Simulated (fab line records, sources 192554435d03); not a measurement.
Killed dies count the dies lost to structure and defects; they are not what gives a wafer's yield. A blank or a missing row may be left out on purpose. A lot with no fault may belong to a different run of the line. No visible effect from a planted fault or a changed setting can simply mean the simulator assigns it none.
Matching of chambers || flow n5_finfet || 4 sister chambers for N5_BEOL_M7_ETCH_65 on rie_diel-01
The step etches SiARC in CF4, target depth 15.6 nm, time 26 s. 4 wafers are shown with their chamber, then 7 later ones without.

== EACH WAFER AND ITS CHAMBER ==
{"wafer": "L087.1", "chamber": 2, "showerhead_plenum_p_Torr (Torr)": 2.17}
{"wafer": "L090.3", "chamber": 0, "showerhead_plenum_p_Torr (Torr)": 2.14}
{"wafer": "L094.2", "chamber": 3, "showerhead_plenum_p_Torr (Torr)": 2.10}
{"wafer": "L094.3", "chamber": 1, "showerhead_plenum_p_Torr (Torr)": 2.25}

== WAFERS WITHOUT THEIR CHAMBER ==
{"wafer": "L094.6", "showerhead_plenum_p_Torr (Torr)": 2.10}
{"wafer": "L095.2", "showerhead_plenum_p_Torr (Torr)": 2.10}
{"wafer": "L095.3", "showerhead_plenum_p_Torr (Torr)": 2.25}
{"wafer": "L095.4", "showerhead_plenum_p_Torr (Torr)": 2.14}
{"wafer": "L097.1", "showerhead_plenum_p_Torr (Torr)": 2.14}
{"wafer": "L097.2", "showerhead_plenum_p_Torr (Torr)": 2.25}
{"wafer": "L097.3", "showerhead_plenum_p_Torr (Torr)": 2.16}

== WHICH CHAMBER EACH WENT THROUGH ==
{"wafer": "L094.6", "from the rows above": 3, "in truth": 3}
{"wafer": "L095.2", "from the rows above": 3, "in truth": 3}
{"wafer": "L095.3", "from the rows above": 1, "in truth": 1}
{"wafer": "L095.4", "from the rows above": 0, "in truth": 0}
{"wafer": "L097.1", "from the rows above": 0, "in truth": 0}
{"wafer": "L097.2", "from the rows above": 1, "in truth": 1}
{"wafer": "L097.3", "from the rows above": 2, "in truth": 2}
Correct placement for 7 of the 7. Number that these rows cannot place: 0. Wrongly placed: 0.
How it was worked out, from the rows above alone: a wafer's distance from a chamber is the root of the sum, over the readings, of the square of ((its reading less the chamber's mean) divided by the reading's scatter). The wafer belongs to the nearest chamber; if the next one is less than 2 further off, it can't be placed. For every chamber, the mean is computed from those of its wafers that are shown. The scatter (one wafer shown for each chamber): square how far every hidden wafer sits from the nearest shown wafer, average those squares and take the square root.
